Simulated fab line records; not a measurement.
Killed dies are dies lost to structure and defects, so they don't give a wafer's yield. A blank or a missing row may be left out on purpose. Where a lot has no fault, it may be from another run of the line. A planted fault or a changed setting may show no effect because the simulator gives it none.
Chamber matching | flow n5 finfet | 4 sister chambers for N5_BEOL_M4_ETCH_63 on rie diel-04
The step etches SiARC in CF4, target depth 15.6 nm, time 26 s. 16 wafers are shown with their chamber, then 8 later ones without.

WAFERS, EACH WITH ITS CHAMBER
wafer  | chamber | drypump motor current A (A) | showerhead plenum p Torr (Torr) | etch rf on time s (s)
L074.2 | 2       | 5.49                        | 2.21                            | 24.5
L074.3 | 0       | 6.21                        | 2.18                            | 25.1
L074.4 | 1       | 5.40                        | 2.13                            | 27.1
L077.3 | 3       | 6.16                        | 2.07                            | 26.1
L077.4 | 1       | 5.42                        | 2.13                            | 27.0
L077.6 | 1       | 5.43                        | 2.13                            | 26.9
L082.1 | 3       | 6.13                        | 2.07                            | 26.6
L082.3 | 2       | 5.47                        | 2.21                            | 24.7
L082.5 | 1       | 5.46                        | 2.13                            | 26.8
L084.3 | 2       | 5.51                        | 2.21                            | 24.3
L084.4 | 3       | 6.15                        | 2.07                            | 26.4
L084.5 | 0       | 6.22                        | 2.17                            | 24.8
L086.2 | 3       | 6.14                        | 2.06                            | 26.7
L086.5 | 3       | 6.18                        | 2.07                            | 26.3
L086.6 | 0       | 6.22                        | 2.17                            | 25.0
L090.3 | 1       | 5.40                        | 2.12                            | 27.1

SIGNATURES, as means of the wafers listed above
reading                  | chamber 0 | chamber 1 | chamber 2 | chamber 3 | scatter within a chamber
drypump motor current A  | 6.2167    | 5.4220    | 5.4900    | 6.1520    | 0.0201
showerhead plenum p Torr | 2.1733    | 2.1280    | 2.2100    | 2.0680    | 0.00435
etch rf on time s        | 24.967    | 26.980    | 24.500    | 26.420    | 0.188
Rule: for a wafer and a chamber, the distance is found by dividing, reading by reading, the gap between the wafer's reading and the chamber's mean by the reading's scatter, squaring, summing and taking the root. If the next closest chamber is less than 2 further off than the closest, the wafer can't be placed; otherwise it belongs to the closest. The scatter: the root of (the sum of the squares of (reading less its chamber's mean) over the shown wafers, divided by (wafers less chambers)).

WAFERS WHOSE CHAMBER IS MISSING
wafer  | drypump motor current A (A) | showerhead plenum p Torr (Torr) | etch rf on time s (s)
L090.5 | 5.46                        | 2.20                            | 24.8
L090.6 | 5.41                        | 2.12                            | 27.2
L095.1 | 5.45                        | 2.12                            | 27.1
L095.4 | 6.18                        | 2.16                            | 25.4
L095.5 | 5.42                        | 2.12                            | 27.1
L094.1 | 5.48                        | 2.20                            | 25.0
L094.2 | 5.42                        | 2.12                            | 26.8
L094.4 | 5.48                        | 2.20                            | 25.0

EACH ONE'S CHAMBER
wafer  | from the rows above | in truth
L090.5 | 2                   | 2
L090.6 | 1                   | 1
L095.1 | 1                   | 1
L095.4 | 0                   | 0
L095.5 | 1                   | 1
L094.1 | 2                   | 2
L094.2 | 1                   | 1
L094.4 | 2                   | 2
Placed correctly: 8 of 8. Not placeable from these rows: 0. Placed wrongly: 0.
